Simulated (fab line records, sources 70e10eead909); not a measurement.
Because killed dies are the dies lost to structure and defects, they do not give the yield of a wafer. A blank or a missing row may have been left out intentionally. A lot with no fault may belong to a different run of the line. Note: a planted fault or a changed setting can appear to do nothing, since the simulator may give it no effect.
Which tool is to blame? + flow nand harc + at 1 step of a route of 1159, 6 lots with 18 wafers sampled

## WHAT EACH GAUGE READ, for each wafer
NHARC_P_STI_OCD_MEAS_17.
| lot  | measured    | on     | trench depth nm (nm) |
|------|-------------|--------|----------------------|
| L775 | day 2 17:49 | ocd-01 | 299 298 301          |
| L777 | day 3 08:04 | ocd-01 | 304 304 303          |
| L779 | day 3 19:18 | ocd-01 | 303 306 309          |
| L790 | day 6 12:01 | ocd-01 | 298 297 306          |
| L793 | day 7 08:55 | ocd-01 | 293 296 298          |
| L795 | day 7 17:32 | ocd-01 | 301 297 298          |

## WHAT TOOL EACH LOT RAN ON (gives the tool, then ch and the chambers of the sampled wafers, and finally the start)
There is no process step in the record ahead of these readings.

## THE ANSWER, worked out from the rows above alone
Rule: what is usual is taken from the lots themselves. Put in order of their means at a reading, lots are off if they are a third of the lots or fewer, leave a main group of 4 or more, and stand apart from it by a gap of 3 or more times the standard deviation of the main group's means; of several such gaps the widest counts. A main group whose means are all the same, to the digits that the tables above print for the reading, isn't used. A lot without any number at a reading at which 4 lots or more have one is off too. Any other lot the step has rows for is counted as sound.
No lot is off at any reading shown: from this, nothing can be told.

## WHAT WAS PUT IN BY THE SIMULATOR
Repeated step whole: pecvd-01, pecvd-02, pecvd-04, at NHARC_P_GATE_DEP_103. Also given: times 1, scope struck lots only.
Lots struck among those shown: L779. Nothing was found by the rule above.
